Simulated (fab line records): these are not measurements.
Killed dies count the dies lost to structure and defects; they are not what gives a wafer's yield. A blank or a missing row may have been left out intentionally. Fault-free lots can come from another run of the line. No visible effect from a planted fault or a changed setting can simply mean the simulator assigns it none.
Split-lot study -- flow n5_finfet -- 21 wafers read from 7 lots, route of 1938 steps

== THE SPLIT ITSELF ==
At N5_ZERO_LAYER_EXPOSE_08 (exposes mask ZERO, defocus 0 nm, target cd 2000 nm), the setting dose_mj was moved away from the recipe's 16.2 on 11 of the 21 wafers read, by -5.0% to +7.4%. For the rest of the wafers, this setting stayed at what the recipe calls for.

== FROM THE SPLIT TO THE READING: what the file shows between them, 2 steps ==
- N5_ZERO_LAYER_DEVELOP_10: develop time 60 s (also split here: develop_time_s)
- N5_ZERO_LAYER_HARDBAKE_23: time 120 s

== THE READING ==
cd_nm at N5_ZERO_LAYER_CD_MEAS_11, given in nm (cd target 2000 nm). Typical for fault-free wafers on this fab line: 2000.7 nm, with standard deviation 2.4 nm.

wafer,"tool, chamber at the split",dose_mj as run,against the recipe,"cd_nm, nm",against lot-mates on the recipe
L074.2,"krf_scanner-02, 0",16.77,+3.5%,2007.5,+10.3
L074.3,"krf_scanner-02, 0",16.77,+3.5%,2005.3,+8.1
L074.4,"krf_scanner-02, 0",16.2,recipe,1997.2,-
L075.2,"krf_scanner-02, 0",17.4,+7.4%,2013.3,no lot-mate on the recipe
L075.3,"krf_scanner-02, 0",17.4,+7.4%,2014.1,no lot-mate on the recipe
L075.6,"krf_scanner-02, 0",17.4,+7.4%,2013.0,no lot-mate on the recipe
L077.1,"krf_scanner-01, 0",16.2,recipe,2000.4,-
L077.5,"krf_scanner-01, 0",15.47,-4.5%,1994.9,-5.5
L077.6,"krf_scanner-01, 0",15.47,-4.5%,1994.5,-5.9
L078.1,"krf_scanner-01, 0",16.2,recipe,1999.2,-
L078.3,"krf_scanner-01, 0",16.2,recipe,2000.5,-
L078.6,"krf_scanner-01, 0",16.2,recipe,1997.3,-
L088.2,"krf_scanner-01, 0",16.2,recipe,1997.4,-
L088.4,"krf_scanner-01, 0",16.2,recipe,2003.5,-
L088.5,"krf_scanner-01, 0",16.2,recipe,2002.4,-
L095.1,"krf_scanner-02, 0",15.46,-4.6%,1994.5,-10.1
L095.3,"krf_scanner-02, 0",15.46,-4.6%,1997.4,-7.2
L095.5,"krf_scanner-02, 0",16.2,recipe,2004.6,-
L096.1,"krf_scanner-02, 0",15.39,-5.0%,1991.6,-12.1
L096.3,"krf_scanner-02, 0",15.39,-5.0%,1988.3,-15.4
L096.5,"krf_scanner-02, 0",16.2,recipe,2003.7,-

THE FIT
A straight line over all 21 wafers: cd_nm changes by +1.64 nm for each +1% of dose_mj; r = +0.94; the points scatter about the line by 2.5 nm.
The same after taking each lot's own level away (the mean of its wafers on the recipe; 18 wafers): +2.18 nm for each +1%; r = +0.93; scatter 2.4 nm.
According to that fit, moving dose_mj by its largest amount changes the reading by 16 nm.
Across the lots, their own levels run from 1997.20 to 2004.60 nm, a range of 3.1 times the standard deviation given above.
In other words, the slope is changed by the lot-to-lot level; the two fits disagree.
Check: with one of the wafers moved furthest among these (-5.0%) left out of the fit, the line predicts -10.1 nm for it against its lot-mates. It came out at -12.1 nm against them.

== THESE WAFERS: OTHER SPLITS ==
Before the reading, these wafers also passed through other splits. Each is held against what the fit with the lots' levels taken away leaves over:
other split on the same wafers,wafers away from the commonest value,r with cd_nm (lot level and that fit taken away)
N5_ZERO_LAYER_DEVELOP_10 develop_time_s,5,+0.25

== THE WHOLE CHAIN: every reading that the file lists as answering this split, in the file's order ==
step,what it does,reading,change (the file's fit),r (the file's)
N5_ZERO_LAYER_CD_MEAS_11,target cd 2000 nm,cd_nm,+2.12 nm for each +1% of the setting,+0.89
N5_ZERO_LAYER_DESCUM_16,"chemistry O2, time 7.9 s","ZERO_LAYER.cd_nm (the simulator's own value, which no gauge read)",+2.09 nm for each +1% of the setting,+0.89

== THE FILE'S OWN FIT ==
cd_nm changes by +2.12 nm for each +1% of dose_mj, r = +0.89.
